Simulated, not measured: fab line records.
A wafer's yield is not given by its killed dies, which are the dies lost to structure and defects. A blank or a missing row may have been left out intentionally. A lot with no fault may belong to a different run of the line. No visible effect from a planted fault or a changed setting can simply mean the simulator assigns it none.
A lot that was struck, set against a sound lot ; flow n5 finfet ; 14 steps out of a route of 1938
Sound: the wafers L744.4, L744.5, L744.6. Wafers struck: L752.2, L752.4, L752.6. The cause is given at the end.
At each step with rows: each side's tool, then ch and its chambers, then its first start. Under that, the readings that differ: sound wafers ; struck wafers ; difference of the means ; sigmas: that difference in standard deviations of wafers without a fault.
alike: same words and numbers on both sides, and readings whose means sit less than 2 such deviations apart. not compared: any withheld reading, any reading some wafer has no value for, any bound like >300 that may hide the same value, and any number with overlapping values for which the record gives no deviation.
A row with sigmas, a row that says differs or no value, or rows on one side alone: a step with any of these is where the two part. Numbers that have no deviation but don't overlap get no sigmas and don't part them. Lack of a reading on every wafer of one side parts them only where that side has two or more wafers.

first, 1 step without rows for these wafers: N5_BEOL_M12_HARDBAKE_14 (time 120 s).
N5_BEOL_M12_CD_MEAS_10: target cd 140 nm.
  sound on cd sem-02 ch 0, day 10 22:59; struck on cd sem-03 ch 0, day 12 22:45
  alike: cd nm
N5_BEOL_M12_OVL_MEAS_11:
  sound on overlay-02 ch 0, day 10 23:01; struck on overlay-02 ch 0, day 12 22:47
  alike: V11_OVL
N5_BEOL_M12_INSPECT_12: inspects for defects (macro).
  sound on defect inspect-02, day 10 23:03; struck on defect inspect-02, day 12 22:49
  alike: raw defect count
N5_BEOL_M12_DESCUM_15: chemistry O2, time 7.9 s.
  sound on rie diel-04 ch 2,3, day 10 23:05; struck on rie diel-06 ch 1,2, day 12 22:50
reading;sound;struck;difference;sigmas
throttle valve pct (%);19.9 19.9 19.9;20.8 20.6 20.8;+0.8;+3
  alike: drypump motor current A, o2 flow sccm, oes product au, rf vpp V, showerhead plenum p Torr
  not compared: rf hours counter h
N5_BEOL_M12_ETCH_59: etches BARC in N2/H2, target depth 89 nm, overetch 26.7 nm, time 67.9 s.
  sound on rie diel-04 ch 2,3, day 10 23:07; struck on rie diel-06 ch 1,2, day 12 22:53
reading;sound;struck;difference;sigmas
throttle valve pct (%);17.4 17.5 17.4;18.3 18.1 18.3;+0.8;+2
  alike: drypump motor current A, h2 flow sccm, n2 flow sccm, oes product au, rf vpp V, showerhead plenum p Torr
  not compared: rf hours counter h
N5_BEOL_M12_VIA_ETCH_16: etches SiOC in C4F8/O2/Ar, target depth 724.8 nm.
  sound on rie diel-04 ch 2,3, day 10 23:10; struck on rie diel-06 ch 1,2, day 12 22:56
reading;sound;struck;difference;sigmas
showerhead plenum p Torr (Torr);3.46 3.46 3.46;3.27 3.32 3.27;-0.17;-2
throttle valve pct (%);23.7 23.7 23.7;24.5 24.5 24.5;+0.8;+3
  alike: drypump motor current A, oes product au, rf vpp V
N5_BEOL_M12_STRIP_63: strips in N2/H2.
  sound on plasma asher-01 ch 0,1, day 10 23:23; struck on plasma asher-02 ch 0, day 12 23:08
  alike: drypump motor current A, h2 flow sccm, heater power w, n2 flow sccm, oes product au, strip time to endpoint s
  not compared: rf hours counter h
N5_BEOL_M12_STRIP_64: strips in N2/H2.
  sound on plasma asher-01 ch 0,1, day 10 23:26; struck on plasma asher-02 ch 0, day 12 23:11
  alike: drypump motor current A, h2 flow sccm, heater power w, n2 flow sccm, oes product au, strip time to endpoint s
  not compared: rf hours counter h
then, 2 steps without rows for these wafers: N5_BEOL_M12_STRIP_71 (strips in post etch residue remover, time 60 s); N5_BEOL_M12_SRD_72 (time 30 s, dry time 30 s).
N5_BEOL_M12_CD_MEAS_17: target cd 140 nm.
  sound on cd sem-02, day 10 23:37; struck on cd sem-01, day 12 23:20
  alike: cd nm
N5_BEOL_M12_COAT_65: time 60 s, resist thk 300 nm.
  sound on litho track-05 ch 0, day 10 23:38; struck on litho track-05 ch 0, day 12 23:22
reading;sound;struck;difference;sigmas
spin speed rpm (rpm);1499.9 1500.7 1497.3;1457.4 1456.3 1456.0;-42.7;-45
model.SOC_of_BEOL_M12_COAT_65.thk nm (nm);300.6 301.2 301;305.2 305.2 306.2;+4.6;
then, 1 step without rows for these wafers: N5_BEOL_M12_COAT_66 (time 60 s, resist thk 110 nm).

## WHERE THEY PART
Earliest at N5_BEOL_M12_DESCUM_15; latest, in this record, at N5_BEOL_M12_COAT_65.

WHY: what the simulator had put in
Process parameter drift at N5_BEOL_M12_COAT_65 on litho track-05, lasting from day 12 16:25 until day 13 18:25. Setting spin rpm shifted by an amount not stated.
